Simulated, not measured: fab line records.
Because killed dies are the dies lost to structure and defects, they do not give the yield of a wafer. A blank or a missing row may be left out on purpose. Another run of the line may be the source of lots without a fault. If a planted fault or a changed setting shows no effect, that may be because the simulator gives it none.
Comparing a struck lot with a sound one    flow nand_harc    39 out of 1159 route steps
Sound: the wafers L884.4, L884.5, L884.6. Struck: wafer L879.4. (L879.2, L879.6 of the same lot were not struck and are left out.) The cause comes at the end.
Per side, at each step with rows, come the tool, then ch with its chambers, and then its first start. Under that, the readings that differ: sound wafers    struck wafers    difference of the means    sigmas: that difference in standard deviations of wafers without a fault.
alike: readings with means less than 2 such deviations apart, plus words and numbers identical on both sides. not compared: withheld readings, readings lacking a value on some wafer, bounds such as >300 that could conceal the same value, and numbers that have no deviation in the record and whose values overlap.
Wherever a step has rows on one side only, a row that says differs or no value, or a row with sigmas, the two part there. Numbers that have no deviation but don't overlap get no sigmas and don't part them. A reading that every wafer of one side lacks parts them only if that side has two wafers or more.

first, 10 steps without rows for these wafers: NHARC_A_CHANNEL_HOLE_D1_DEP_00 (deposits aC, target thk 3100 nm); NHARC_A_CHANNEL_HOLE_D1_DEP_01 (deposits SiON, target thk 140 nm); NHARC_A_CHANNEL_HOLE_D1_DEHYDRATE_02 (time 120 s); NHARC_A_CHANNEL_HOLE_D1_HMDS_03 (time 30 s); NHARC_A_CHANNEL_HOLE_D1_COAT_36 (time 75 s); NHARC_A_CHANNEL_HOLE_D1_COAT_37 (time 65 s); NHARC_A_CHANNEL_HOLE_D1_COAT_04 (resist thk 90 nm); NHARC_A_CHANNEL_HOLE_D1_SOFTBAKE_05 (time 55 s); NHARC_A_CHANNEL_HOLE_D1_EBR_06; NHARC_A_CHANNEL_HOLE_D1_EXPOSE_07 (exposes mask HOLE D1, target cd 100 nm).
NHARC_A_CHANNEL_HOLE_D1_PEB_08: peb time 65 s.
  sound on litho_track-01 ch 0, day 13 14:05; struck on litho_track-06 ch 0, day 12 18:36
  alike: exhaust_pa
then, 1 step without rows for these wafers: NHARC_A_CHANNEL_HOLE_D1_DEVELOP_09 (develop time 35 s).
NHARC_A_CHANNEL_HOLE_D1_CD_MEAS_10: target cd 100 nm.
  sound on cd_sem-01 ch 0, day 13 14:10; struck on cd_sem-01 ch 0, day 12 18:41
reading     sound           struck  difference  sigmas
cd_nm (nm)  99.3 99.3 99.4  106.5   +7.2        +12
NHARC_A_CHANNEL_HOLE_D1_DESCUM_15: chemistry O2, time 3 s.
  sound on rie_diel-05 ch 0,3, day 13 14:20; struck on rie_diel-06 ch 1, day 12 18:52
reading                             sound                 struck  difference  sigmas
throttle_valve_pct (%)              11.290 11.307 11.315  11.333  +0.029      +3
model.A_CHANNEL_HOLE_D1.cd_nm (nm)  99.42 99.52 99.73     106.3   +6.7        
  alike: drypump_motor_current_A, oes_product_au, rf_vpp_V, showerhead_plenum_p_Torr
  not compared: rf_hours_counter_h
then, 4 steps without rows for these wafers: NHARC_A_CHANNEL_HOLE_D1_ETCH_38 (etches the open film in CF4, target depth 39 nm, time 65 s); NHARC_A_CHANNEL_HOLE_D1_ETCH_39 (etches the open film in N2/H2, target depth 260 nm, time 325 s); NHARC_A_CHANNEL_HOLE_D1_ETCH_34 (etches the open film in CF4/CHF3, target depth 154 nm, time 77 s); NHARC_A_CHANNEL_HOLE_D1_ETCH_16 (etches the open film in O2/COS, target depth 3100 nm, time 806 s).
NHARC_A_CHANNEL_HOLE_D1_CD_MEAS_18:
  sound: cd_sem-01 at day 13 15:28; struck: cd_sem-03 at day 12 19:59
reading     sound             struck  difference  sigmas
cd_nm (nm)  99.3 100.4 100.6  104.7   +4.6        +2
then, 12 steps without rows for these wafers: NHARC_A_CHANNEL_HOLE_D1_ETCH_19 (etches the open film in C4F8/O2/Ar, time 34.5 s); NHARC_A_CHANNEL_HOLE_D1_ETCH_20 (etches the open film in C4F8/O2/Ar, time 361.9 s, target depth 1600 nm); NHARC_A_CHANNEL_HOLE_D1_ETCH_21 (etches the open film in C4F8/O2/Ar, time 514.3 s, target depth 1600 nm); NHARC_A_CHANNEL_HOLE_D1_ETCH_22 (etches the open film in C4F8/O2/Ar, time 666.7 s, target depth 1600 nm); NHARC_A_CHANNEL_HOLE_D1_ETCH_23 (etches the open film in C4F8/O2/Ar, time 819 s, target depth 1600 nm); NHARC_A_CHANNEL_HOLE_D1_ETCH_24 (etches the open film in C4F8/O2/Ar, time 906.2 s, target depth 1500 nm); NHARC_A_CHANNEL_HOLE_D1_ETCH_25 (etches the open film in C4F8/O2/Ar, time 1040.2 s, target depth 1500 nm); NHARC_A_CHANNEL_HOLE_D1_ETCH_26 (etches the open film in C4F8/O2/Ar, time 224.1 s, target depth 300 nm); NHARC_A_CHANNEL_HOLE_D1_ETCH_33 (etches the open film in C4F8/O2/Ar, time 90 s, target depth 400 nm); NHARC_A_CHANNEL_HOLE_D1_STRIP_41 (strips in N2/H2); NHARC_A_CHANNEL_HOLE_D1_STRIP_42 (strips in CF4/CHF3); NHARC_A_CHANNEL_HOLE_D1_STRIP_43 (strips in O2/COS).
NHARC_A_CHANNEL_HOLE_D1_ETCH_44: etches the open film in CF4/O2, target depth 140 nm, overetch 14 nm, time 77 s.
  sound on rie_diel-06 ch 0,1,3, day 13 20:17; struck on rie_diel-12 ch 3, day 13 01:17
reading                             sound              struck  difference  sigmas
oes_o_777_au (a.u.)                 1.002 1.010 1.004  0.996   -0.009      -2
model.A_CHANNEL_HOLE_D1.cd_nm (nm)  87.81 88.54 89.98  96.17   +7.39       
  alike: drypump_motor_current_A, oes_product_au, rf_vpp_V, showerhead_plenum_p_Torr, throttle_valve_pct
  not compared: rf_hours_counter_h
then, 3 steps without rows for these wafers: NHARC_A_CHANNEL_HOLE_D1_STRIP_27 (strips in O2); NHARC_A_CHANNEL_HOLE_D1_PRECLEAN_28 (cleans in SC1); NHARC_A_CHANNEL_HOLE_D1_SRD_29.
NHARC_A_CHANNEL_HOLE_D1_CD_MEAS_30:
  sound: cd_sem-01 at day 13 21:04; struck: cd_sem-02 at day 13 02:11
reading     sound           struck  difference  sigmas
cd_nm (nm)  87.1 88.1 89.5  95.9    +7.7        +5
NHARC_A_CHANNEL_HOLE_D1_XSEM_31:
  sound on xsem-01 ch 0, day 13 21:10; struck on xsem-02 ch 0, day 13 02:17
reading         sound           struck  difference  sigmas
bot_cd_nm (nm)  71.1 72.5 73.6  80.7    +8.3        +5
  alike: bow_nm, tilt_deg
-- record jumps: 11 days between struck wafers' starts before vs after; left off in module A_CHANNEL_HOLE_D1, resumes in module END, first step shown is number 1158 of the route --
NHARC_END_WLT_00:
  sound: prober-01 at day 24 18:03; struck: prober-02 at day 24 00:19
reading                      sound              struck  difference  sigmas
VT_DECK1_BOTTOM              0.873 0.880 0.871  0.895   +0.020      +3
VT_DECK1_BOTTOM_INNER        0.866 0.878 0.871  0.893   +0.021      +3
VT_DECK1_MEDIAN_NEAR_BOTTOM  0.866 0.880 0.875  0.898   +0.024      +3
VT_DECK1_MIDDLE              0.889 0.887 0.883  0.909   +0.023      +3
VT_DECK1_MIDDLE_INNER        0.881 0.889 0.890  0.906   +0.019      +3
  alike: VT_DECK1_MEDIAN_NEAR_BOTTOM_INNER, VT_DECK1_TOP, VT_DECK1_TOP_INNER
NHARC_END_SORT_01:
  at this point the record logs the struck wafers (prober-02 ch 0, day 24 04:11) and has no rows for the sound ones

WHERE THEY PART
At NHARC_A_CHANNEL_HOLE_D1_CD_MEAS_10 first; at NHARC_END_SORT_01 last (within this record only).

WHY: the cause the simulator had injected
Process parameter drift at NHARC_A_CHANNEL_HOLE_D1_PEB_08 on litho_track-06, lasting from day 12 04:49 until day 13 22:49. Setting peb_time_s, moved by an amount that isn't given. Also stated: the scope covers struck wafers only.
